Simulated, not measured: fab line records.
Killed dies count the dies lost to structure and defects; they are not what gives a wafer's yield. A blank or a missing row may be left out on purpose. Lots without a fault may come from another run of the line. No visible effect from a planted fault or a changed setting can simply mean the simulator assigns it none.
fab line records | flow n5Finfet | part 1 of 2: steps 1 to 4 of 6
[record] lots = 22 wafers = 66 lastDay = 18
route steps=1938 shown BEOL_M3@1012 BEOL_M4@1021
lots that met no fault: taken from a fault-free run of the same line
startH: the number of hours between the record's first day and the start of the first shown wafer of the lot | waitH: how many hours have passed since the lot's step before this one | " as in the row above | L1.1+2: one row covering several wafers at once | - no value present, or no start provided | * or withheld: withheld | < > ~ a bound
route shown NAME@n: a module of which the file shows steps, and the number in the route of the first | usual: mean/standard deviation taken from wafers without a fault | same: alike in all rows | chamber/n: place in a boat | sites: readings site by site | _std_site: standard deviation across them | _edge_site: the outer-site mean with the inner-site mean subtracted | radiusMm: how far each site lies from the wafer's centre | mask NAME#n: copy n | behind: tool/chamber where the wafer was last shaped | hold: cause of the lot's hold/its duration in hours/its outcome | device: which transistor (n, p or np) failed to switch | end of line: tests run on the same wafers once the route is complete | a step with no rows: only its recipe | killed: the dies lost at the first sort to structure and to defects; this is not the yield of the wafer | map: a wafer's dies, marking killed ones x, the rest . and places with no die _
set.NAME: the setting the step ran with; set.NAME@STEP: the setting that earlier step ran with | model.NAME: the simulator's own value behind a step, which no gauge read
one table for each step of the route and one row for each wafer, over a sample of lots
services: a tool's chamber out of use, with start hour (startH, from the record's first day; less than 0 if before it), hours out, and reason
[[steps]]
[step N5_BEOL_M3_ANNEAL_51]
[recipe] tempC = 225 timeS = 90 ambient = N2
[usual] annealTempCMax = 225.79/0.26 wafer_temp_C_max = 225.98/0.26
// columns lot.wafer tool chamber startH waitH annealTempCMax wafer_temp_C_max
L074.2 rtpAnneal-01 0 150.55 0.1 225.74 226.82
L074.3 " 0 " " 226.11 225.91
L074.6 " 0 " " 226.08 226.07
L075.3 rtpAnneal-02 0 157.52 0.1 225.27 226.02
L075.4 " 0 " " 225.25 225.71
L075.5 " 0 " " 225.41 225.92
L076.1 rtpAnneal-01 0 162.84 0.1 225.65 226.10
L076.2 " 0 " " 225.90 226.46
L076.5 " 0 " " 225.83 225.68
L078.2 rtpAnneal-02 0 180.84 0.1 225.86 225.99
L078.5 " 0 " " 225.96 225.92
L078.6 " 0 " " 225.79 225.92
L079.2 rtpAnneal-01 0 183.92 0.1 225.79 226.02
L079.3 " 0 " " 225.36 226.05
L079.4 " 0 " " 225.68 226.26
L082.1 rtpAnneal-01 0 197.06 0.1 226.18 225.64
L082.2 " 0 " " 225.85 226.19
L082.4 " 0 " " 226.10 226.07
L083.1 rtpAnneal-02 0 197.27 0.1 225.44 225.53
L083.2 " 0 " " 225.80 225.50
L083.5 " 0 " " 225.60 225.75
L081.2 rtpAnneal-01 0 199.91 0.1 226.21 225.68
L081.3 " 0 " " 225.65 226.10
L081.4 " 0 " " 225.94 226.00
L084.1 rtpAnneal-01 0 214.28 0.1 226.28 226.03
L084.3 " 0 " " 225.91 226.48
L084.5 " 0 " " 226.30 226.03
L085.3 rtpAnneal-01 0 216.13 0.1 225.58 226.18
L085.5 " 0 " " 225.56 226.30
L085.6 " 0 " " 225.69 226.07
L086.1 rtpAnneal-01 0 234.15 0.1 225.83 226.18
L086.4 " 0 " " 226.16 225.65
L086.5 " 0 " " 225.77 226.39
L088.1 rtpAnneal-01 0 236.63 0.1 225.91 226.05
L088.2 " 0 " " 226.14 226.48
L088.4 " 0 " " 225.77 226.00
L087.1 rtpAnneal-02 0 239.39 0.1 225.84 225.79
L087.5 " 0 " " 226.24 226.02
L087.6 " 0 " " 226.02 226.03
L089.2 rtpAnneal-02 0 241.27 0.1 225.45 225.52
L089.4 " 0 " " 225.71 225.78
L089.5 " 0 " " 225.95 225.72
L090.1 rtpAnneal-01 0 247.17 0.1 225.83 226.34
L090.4 " 0 " " 226.23 226.01
L090.6 " 0 " " 225.79 226.09
L091.1 rtpAnneal-02 0 249.05 0.1 225.55 226.20
L091.2 " 0 " " 225.48 225.87
L091.4 " 0 " " 225.60 226.11
L092.3 rtpAnneal-01 0 254.91 0.1 226.08 225.68
L092.5 " 0 " " 226.17 225.84
L092.6 " 0 " " 226.07 225.99
L093.4 rtpAnneal-01 0 268.47 0.2 225.99 225.82
L093.5 " 0 " " 226.05 226.38
L093.6 " 0 " " 226.35 225.77
L095.1 rtpAnneal-01 0 283.12 0.1 225.98 226.41
L095.3 " 0 " " 226.28 226.46
L095.6 " 0 " " 226.09 225.73
L094.2 rtpAnneal-01 0 287.32 0.1 225.66 226.23
L094.4 " 0 " " 226.17 226.26
L094.5 " 0 " " 225.93 226.49
L096.1 rtpAnneal-02 0 292.54 0.1 225.50 225.86
L096.2 " 0 " " 225.63 225.73
L096.4 " 0 " " 225.94 225.88
L097.1 rtpAnneal-02 0 304.64 0.1 225.76 226.15
L097.4 " 0 " " 225.37 225.70
L097.6 " 0 " " 225.83 226.16
[step N5_BEOL_M3_CMP_52]
[recipe] stopOn = SiOC tOverpolishS = 6.8 downForcePsi = 1 platenRpm = 50 clearingPlatenDownForcePsi = 1.5 clearingPlatenRpm = 50 postCmpClean = cuAlkaline targetThkNm = 40 clearingPlatenPadVelocityMS = 0.99484 padVelocityMS = 0.99484
[usual] barrierFieldEndpointS = 24.8/0.59 clearingPlatenRpm = 50.000/0.025 motorCurrentA = 6.1/0.46 overpolishRunS = 6.799/0.0088 padLifeWafers = 922/570 timeToEndpointS = 63.2/2.9
[same] tOverpolishS = 6.8
// columns lot.wafer tool chamber startH waitH barrierFieldEndpointS clearingPlatenRpm motorCurrentA overpolishRunS padLifeWafers timeToEndpointS
L074.2 cmp-04 3 150.99 0.4 25.0 50.024 6.1 6.807 1879 68.1
L074.3 " 0 " " 24.4 50.003 6.0 6.809 1880 63.4
L074.6 " 3 " " 24.7 49.978 6.2 6.796 - 63.9
L075.3 cmp-02 0 157.78 0.2 25.5 50.012 5.8 6.803 919 65.0
L075.4 " 2 " " 26.0 49.981 6.2 6.794 921 67.0
L075.5 " 3 " " 24.3 50.017 5.3 6.783 - 59.7
L076.2 cmp-03 1 163.14 0.2 25.0 50.017 6.2 6.811 72 62.3
L076.1 " 3 " " 25.1 49.991 6.0 6.796 74 62.9
L076.5 " 2 " " 24.2 50.020 7.1 6.798 - 59.1
L078.2 cmp-02 3 181.13 0.2 24.8 49.993 5.5 6.808 1111 61.2
L078.5 " 2 " " 25.3 49.996 6.1 6.803 - 63.2
L078.6 " 3 " " 24.9 50.018 5.3 6.802 - 60.7
L079.3 cmp-04 2 184.21 0.2 24.8 49.980 6.0 6.794 151 65.4
L079.2 " 3 " " 24.8 50.007 6.1 6.791 152 66.0
L079.4 " 0 " " 24.7 50.020 6.1 6.790 153 61.4
L082.2 cmp-04 3 197.40 0.2 24.9 50.016 6.2 6.804 247 63.6
L082.4 " 0 " " 25.4 49.990 5.7 6.816 248 62.2
L082.1 " 1 " " 24.9 50.008 6.3 6.799 249 63.2
L083.2 cmp-03 0 197.57 0.2 25.2 49.968 6.0 6.802 360 67.0
L083.1 " 2 " " 24.6 50.021 6.6 6.798 362 62.3
L083.5 " 1 " " 25.5 49.941 6.4 6.797 - 67.8
L081.4 cmp-02 2 200.16 0.1 25.0 50.007 6.0 6.798 1272 64.8
L081.2 " 0 " " 24.8 49.984 6.0 6.783 1274 66.7
L081.3 " 1 " " 24.4 50.036 6.7 6.798 1275 62.3
L084.3 cmp-02 0 214.63 0.2 25.0 49.978 6.0 6.788 1387 62.5
L084.1 " 1 " " 25.5 50.021 6.9 6.806 1388 62.7
L084.5 " 3 " " 24.5 49.960 4.8 6.802 - 58.0
L085.3 cmp-02 2 216.42 0.2 25.2 49.980 6.5 6.814 1400 62.8
L085.5 " 0 " " 25.0 50.011 5.8 6.792 - 59.5
L085.6 " 1 " " 25.4 49.981 6.9 6.788 - 60.6
L086.1 cmp-03 3 234.61 0.4 24.8 50.017 6.3 6.808 672 62.2
L086.4 " 2 " " 24.4 49.990 6.9 6.805 675 62.6
L086.5 " 0 " " 25.1 49.999 6.0 6.785 - 62.7
L088.4 cmp-04 0 236.97 0.2 23.9 50.016 6.0 6.798 612 57.7
L088.2 " 1 " " 24.8 49.992 6.3 6.808 613 61.2
L088.1 " 3 " " 24.1 49.946 6.0 6.808 615 61.1
L087.1 cmp-04 1 239.78 0.3 24.5 49.988 6.2 6.789 626 63.5
L087.6 " 3 " " 25.1 50.041 6.2 6.799 - 65.2
L087.5 " 0 " " 25.1 49.999 6.2 6.806 - 63.9
L089.2 cmp-04 1 241.56 0.2 23.9 50.001 6.1 6.806 637 63.9
L089.4 " 2 " " 24.4 50.036 6.2 6.793 638 64.9
L089.5 " 0 " " 24.5 49.995 6.0 6.802 - 61.1
L090.4 cmp-03 1 247.46 0.1 25.1 49.996 6.4 6.795 822 64.1
L090.1 " 3 " " 24.6 49.985 6.0 6.796 824 64.7
L090.6 " 2 " " 25.6 50.024 7.0 6.793 - 61.5
L091.2 cmp-02 1 249.36 0.2 24.6 50.015 6.7 6.813 1614 63.7
L091.4 " 2 " " 25.6 49.991 6.1 6.819 1615 67.8
L091.1 " 0 " " 25.5 49.989 5.7 6.794 1617 66.5
L092.3 cmp-03 2 255.23 0.3 24.0 49.977 7.2 6.791 903 64.2
L092.6 " 3 " " 24.2 50.019 6.5 6.789 - 63.2
L092.5 " 0 " " 24.2 49.979 5.9 6.796 - 62.4
L093.4 cmp-03 0 268.74 0.2 25.0 50.005 6.0 6.791 969 66.0
L093.5 " 1 " " 24.7 49.991 6.3 6.799 - 64.3
L093.6 " 2 " " 24.8 49.939 7.2 6.795 - 60.8
L095.3 cmp-02 3 283.45 0.2 23.2 50.001 5.2 6.806 1909 58.6
L095.1 " 1 " " 23.6 49.992 6.7 6.796 1911 60.0
L095.6 " 2 " " 24.4 49.992 6.0 6.794 - 62.0
L094.2 cmp-04 1 287.61 0.2 24.5 49.991 6.5 6.803 895 61.9
L094.4 " 3 " " 24.6 49.982 6.3 6.812 897 63.6
L094.5 " 0 " " 25.2 50.014 5.8 6.797 - 64.5
L096.1 cmp-03 0 292.83 0.3 24.9 50.027 6.0 6.794 1152 60.6
L096.4 " 2 " " 25.1 49.979 6.8 6.812 1154 60.3
L096.2 " 3 " " 25.2 50.003 6.3 6.785 1155 63.2
L097.1 cmp-02 3 305.39 0.7 24.5 49.952 5.3 6.806 2101 59.7
L097.4 " 1 " " 24.5 50.007 7.0 6.810 2103 61.0
L097.6 " 2 " " 25.3 50.010 6.3 6.782 - 64.8
[step N5_BEOL_M3_PRE_CLEAN_60]
[recipe] gas = NH3/H2 timeS = 15 tempC = * rfPowerW = 300
[usual] heaterPowerW = 93/16 rfFwdPowerW = 296.8/1.2 susceptorTempC = *
// columns lot.wafer tool chamber startH waitH heaterPowerW rfFwdPowerW susceptorTempC
L074.2 cvdCo-02 2 151.28 0.0 77 296.8 *
L074.3 " 1 " " 118 296.0 *
L074.6 " 0 " " 102 297.0 *
L075.3 cvdCo-02 0 158.07 0.0 106 296.6 *
L075.4 " 0 " " 101 297.3 *
L075.5 " 2 " " 80 295.8 *
L076.1 cvdCo-02 0 163.47 0.0 107 298.1 *
L076.2 " 2 " " 77 296.7 *
L076.5 " 2 " " 77 296.1 *
L078.2 cvdCo-02 0 181.42 0.0 106 298.1 *
L078.5 " 1 " " 117 295.3 *
L078.6 " 2 " " 76 296.1 *
L079.2 cvdCo-02 1 184.51 0.0 116 298.0 *
L079.3 " 2 " " 78 297.3 *
L079.4 " 1 " " 113 296.0 *
L082.1 cvdCo-02 2 197.69 0.0 77 297.1 *
L082.2 " 1 " " 118 296.4 *
L082.4 " 2 " " 81 296.0 *
L083.1 cvdCo-01 0 197.97 0.1 67 298.4 *
L083.2 " 2 " " 96 295.1 *
L083.5 " 2 " " 97 295.2 *
L081.2 cvdCo-02 1 200.49 0.0 116 295.2 *
L081.3 " 2 " " 79 296.5 *
L081.4 " 1 " " 117 295.8 *
L084.1 cvdCo-01 0 214.92 0.0 66 298.5 *
L084.3 " 2 " " 98 296.3 *
L084.5 " 1 " " 92 296.6 *
L085.3 cvdCo-01 1 216.67 0.0 91 296.6 *
L085.5 " 2 " " 95 297.2 *
L085.6 " 1 " " 90 297.3 *
L086.1 cvdCo-02 2 234.94 0.0 79 296.0 *
L086.4 " 2 " " 77 296.0 *
L086.5 " 0 " " 102 298.1 *
L088.1 cvdCo-01 1 237.38 0.1 91 297.9 *
L088.2 " 0 " " 69 296.8 *
L088.4 " 2 " " 97 295.4 *
L087.1 cvdCo-01 2 240.03 0.0 94 296.5 *
L087.5 " 1 " " 91 295.7 *
L087.6 " 2 " " 97 296.9 *
L089.2 cvdCo-01 1 241.86 0.0 92 298.1 *
L089.4 " 1 " " 90 297.1 *
L089.5 " 2 " " 99 296.6 *
L090.1 cvdCo-01 1 247.79 0.0 91 296.0 *
L090.4 " 1 " " 89 296.9 *
L090.6 " 0 " " 67 297.1 *
L091.1 cvdCo-01 0 249.69 0.0 68 297.3 *
L091.2 " 2 " " 97 296.6 *
L091.4 " 2 " " 98 296.1 *
L092.3 cvdCo-02 0 255.45 0.0 106 296.4 *
L092.5 " 0 " " 105 298.2 *
L092.6 " 2 " " 80 297.7 *
L093.4 cvdCo-02 0 268.98 0.1 106 297.4 *
L093.5 " 1 " " 119 295.2 *
L093.6 " 2 " " 80 297.9 *
L095.1 cvdCo-01 0 283.75 0.0 67 297.2 *
L095.3 " 2 " " 99 296.3 *
L095.6 " 1 " " 90 297.8 *
L094.2 cvdCo-01 2 287.91 0.0 98 294.0 *
L094.4 " 1 " " 91 297.1 *
L094.5 " 2 " " 97 294.3 *
L096.1 cvdCo-02 1 293.16 0.0 115 293.8 *
L096.2 " 0 " " 110 298.2 *
L096.4 " 2 " " 81 299.1 *
L097.1 cvdCo-02 0 305.80 0.2 104 297.5 *
L097.4 " 0 " " 107 296.0 *
L097.6 " 1 " " 115 294.8 *
[step N5_BEOL_M4_ILD_DEP_00]
[recipe] material = SiOC targetThkA = 790 tempC = 350 precursor = DEMS/O2 pressureTorr = 5 rfW = 500 timeS = 15.3
[usual] heaterPowerW = 516/93 rfFwdPowerW = 492.8/2.2 showerheadPlenumPTorr = 5.695/0.017 susceptorTempC = 350.02/0.2 throttleValvePct = 12.3/0.68
// columns lot.wafer tool chamber startH waitH heaterPowerW rfFwdPowerW showerheadPlenumPTorr susceptorTempC throttleValvePct
L074.2 pecvd-03 1 151.57 0.0 604 489.7 5.695 349.76 12.1
L074.3 " 2 " " 448 496.0 5.694 349.82 11.9
L074.6 " 0 " " 592 494.1 5.709 350.18 11.7
L075.3 pecvd-04 2 158.36 0.0 507 495.2 5.719 350.22 11.3
L075.4 " 1 " " 632 491.3 5.671 349.82 12.1
L075.5 " 0 " " 701 494.4 5.683 349.70 12.6
L076.1 pecvd-01 2 163.76 0.0 487 491.5 5.703 349.63 11.6
L076.2 " 0 " " 387 491.8 5.675 350.30 12.9
L076.5 " 1 " " 497 491.7 5.710 349.53 13.5
L078.2 pecvd-04 1 181.71 0.0 543 493.6 5.668 349.92 12.2
L078.5 " 2 " " 528 495.9 5.725 349.98 11.2
L078.6 " 0 " " 604 493.3 5.703 349.82 12.9
L079.2 pecvd-04 2 184.79 0.0 597 494.4 5.726 350.11 11.4
L079.3 " 1 " " 606 492.7 5.664 350.18 11.8
L079.4 " 1 " " 627 491.7 5.669 349.77 12.2
L082.1 pecvd-03 1 197.98 0.0 601 489.8 5.690 349.99 12.3
L082.2 " 2 " " 504 495.3 5.693 350.36 12.0
L082.4 " 2 " " 499 495.7 5.692 350.62 11.8
L083.1 pecvd-03 1 198.25 0.0 527 492.1 5.675 349.99 12.1
L083.2 " 2 " " 511 497.7 5.693 350.00 12.1
L083.5 " 1 " " 545 490.6 5.664 349.83 12.2
L081.2 pecvd-01 0 200.78 0.0 300 490.4 5.674 350.11 12.7
L081.3 " 0 " " 305 491.4 5.677 349.95 12.7
L081.4 " 1 " " 484 492.0 5.719 350.07 13.7
L084.1 pecvd-03 1 215.21 0.0 573 489.2 5.683 350.28 12.1
L084.3 " 1 " " 585 491.4 5.700 349.75 12.1
L084.5 " 0 " " 566 492.7 5.701 349.97 11.7
L085.3 pecvd-04 0 217.00 0.0 674 493.2 5.695 350.09 12.5
L085.5 " 1 " " 579 496.2 5.669 350.01 12.1
L085.6 " 0 " " 686 492.6 5.678 350.10 12.5
L086.1 pecvd-01 0 235.23 0.0 377 490.4 5.685 350.20 12.7
L086.4 " 1 " " 510 492.1 5.711 349.95 13.4
L086.5 " 0 " " 386 492.3 5.686 350.43 12.5
L088.1 pecvd-01 1 237.68 0.0 474 489.0 5.717 349.83 13.3
L088.2 " 0 " " 344 492.1 5.676 349.96 12.5
L088.4 " 0 " " 348 492.9 5.683 349.75 12.3
L087.1 pecvd-01 2 240.32 0.0 520 491.3 5.704 350.16 11.7
L087.5 " 1 " " 461 490.4 5.720 350.23 13.5
L087.6 " 0 " " 316 490.5 5.677 349.64 12.7
L089.2 pecvd-03 2 242.15 0.0 482 496.6 5.695 349.88 11.3
L089.4 " 2 " " 475 494.6 5.676 350.10 11.3
L089.5 " 0 " " 577 491.9 5.709 350.33 12.0
L090.1 pecvd-01 2 248.12 0.0 515 495.6 5.703 350.12 11.8
L090.4 " 0 " " 353 492.3 5.678 350.15 12.4
L090.6 " 2 " " 534 498.0 5.705 349.84 11.9
L091.1 pecvd-01 1 249.97 0.0 446 494.1 5.713 350.34 13.5
L091.2 " 2 " " 452 492.6 5.704 349.94 11.8
L091.4 " 1 " " 454 490.9 5.715 349.99 13.7
L092.3 pecvd-04 1 255.74 0.0 615 491.0 5.668 350.11 12.1
L092.5 " 1 " " 619 493.4 5.664 349.99 11.9
L092.6 " 2 " " 586 496.9 5.729 350.39 11.4
L093.4 pecvd-03 1 269.27 0.1 624 488.7 5.685 350.05 12.2
L093.5 " 0 " " 574 495.3 5.690 349.95 11.9
L093.6 " 2 " " 432 495.2 5.683 349.98 11.1
L095.1 pecvd-01 1 284.03 0.0 432 491.8 5.711 350.22 13.5
L095.3 " 1 " " 442 492.4 5.697 349.99 13.6
L095.6 " 1 " " 456 490.2 5.713 350.28 13.3
L094.2 pecvd-03 1 288.19 0.0 584 490.2 5.688 350.21 12.1
L094.4 " 0 " " 566 493.6 5.691 350.18 11.9
L094.5 " 2 " " 489 496.0 5.676 350.00 11.3
L096.1 pecvd-01 0 293.47 0.0 378 490.8 5.678 350.13 12.8
L096.2 " 2 " " 487 492.7 5.708 350.03 12.0
L096.4 " 2 " " 506 491.5 5.718 350.18 11.8
L097.1 pecvd-03 2 306.08 0.0 500 493.5 5.690 350.24 11.3
L097.4 " 1 " " 604 490.3 5.690 349.98 12.7
L097.6 " 0 " " 507 492.9 5.708 349.49 11.8
